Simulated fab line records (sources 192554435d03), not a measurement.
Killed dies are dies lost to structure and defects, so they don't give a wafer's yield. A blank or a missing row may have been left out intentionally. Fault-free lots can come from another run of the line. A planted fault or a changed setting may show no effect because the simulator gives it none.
Problem report, 8D (eight disciplines) form, completed by code | flow n5-finfet | the parts of the form that need people (team, actions taken, sign-off) are left out

== 1. THE ISSUE ==
barrier-field-endpoint-s at N5_BEOL_M5_CMP_52 reads a mean of 13.3 s on 3 wafers of 2 lots; wafers without a fault read 24.5 s with a standard deviation of 0.65. That is -17 standard deviations from the usual mean.
The step: polishes, stops on SiCOH lowk, t overpolish 6.9 s, target thk 62 nm.
The first sign was on wafer L669.3 at day 12 21:04, on cmp-03. The record holds 34 wafers of 12 lots with a number at this step. Rule for "out" (also "out of limits"): further than 4 standard deviations from the usual mean. All remaining wafers that have a number are taken as sound.

== 2. WHAT IT IS AND WHAT IT IS NOT ==
question                    | is                                           | is not
which readings at this step | barrier-field-endpoint-s, time-to-endpoint-s | edge-zone-pressure-frac, motor-current-A, overpolish-run-s
which lots                  | L668, L669                                   | L656, L658, L659, L660, L670, L671, L674, L677, L678, L679
which wafers of those lots  | L668.5, L669.3, L669.5                       | L668.4
read on which tools         | cmp-03                                       | cmp-01, cmp-02
when                        | from day 12 21:04                            | up to then (12 sound wafers); but 19 sound wafers of L668, L670, L671, L674, L677, L678, L679 came after

== 3. THE SUSPECTS, EACH WITH WHAT RULES IT OUT ==
Counting: a tool at a process step up to the reading stays a suspect if it ran every lot that is out. Sound lots after the first of them don't rule it out here, since some wafers of a struck lot are sound.
- uv-cure-02 at N5_BEOL_M5_CURE_80 (cures SiCOH lowk, time 120 s): kept. Every lot that is out went through it, the first being L669 (day 12 15:11); the last sound lot it ran before that was L659 (day 10 09:38).
- cmp-03 at N5_BEOL_M5_CMP_52 (polishes, stops on SiCOH lowk, t overpolish 6.9 s, target thk 62 nm): kept. Every lot that is out went through it, the first being L669 (day 12 21:04); the last sound lot it ran before that was L659 (day 10 16:50). On those wafers its own readings are out: barrier-field-endpoint-s, time-to-endpoint-s.
What counting leaves: uv-cure-02 at N5_BEOL_M5_CURE_80 and cmp-03 at N5_BEOL_M5_CMP_52.

== 4. THE CAUSE (what the simulator had put in) ==
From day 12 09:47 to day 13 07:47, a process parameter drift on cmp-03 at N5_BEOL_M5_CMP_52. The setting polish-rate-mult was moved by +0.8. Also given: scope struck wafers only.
Counting left 2 suspects, and this tool is among them.

== 5. THE CHAIN OF EFFECTS, in route order ==
Each row: a reading whose mean over the struck wafers that have a number lies more than 3 standard deviations from the usual. Only readings for which the record gives a usual standard deviation are gone through. hours: the time from each lot's start at the first step in this table that gives one to its start at this step, as a median over the lots. sigmas: the change in usual standard deviations.
hours | step              | reading                  | usual  | on struck wafers | change | sigmas
0     | N5_BEOL_M5_CMP_52 | barrier-field-endpoint-s | 24.5 s | 13.3             | -11.2  | -17
0     | N5_BEOL_M5_CMP_52 | time-to-endpoint-s       | 60 s   | 33               | -27    | -8.8
Here are the process steps it includes:
- N5_BEOL_M5_CMP_52: polishes, stops on SiCOH lowk, t overpolish 6.9 s, target thk 62 nm.

== 6. HOW IT WOULD HAVE BEEN CAUGHT EARLIER ==
First out-of-limits reading in this record: day 12 21:04, which is 11 hours after fault onset at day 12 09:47.
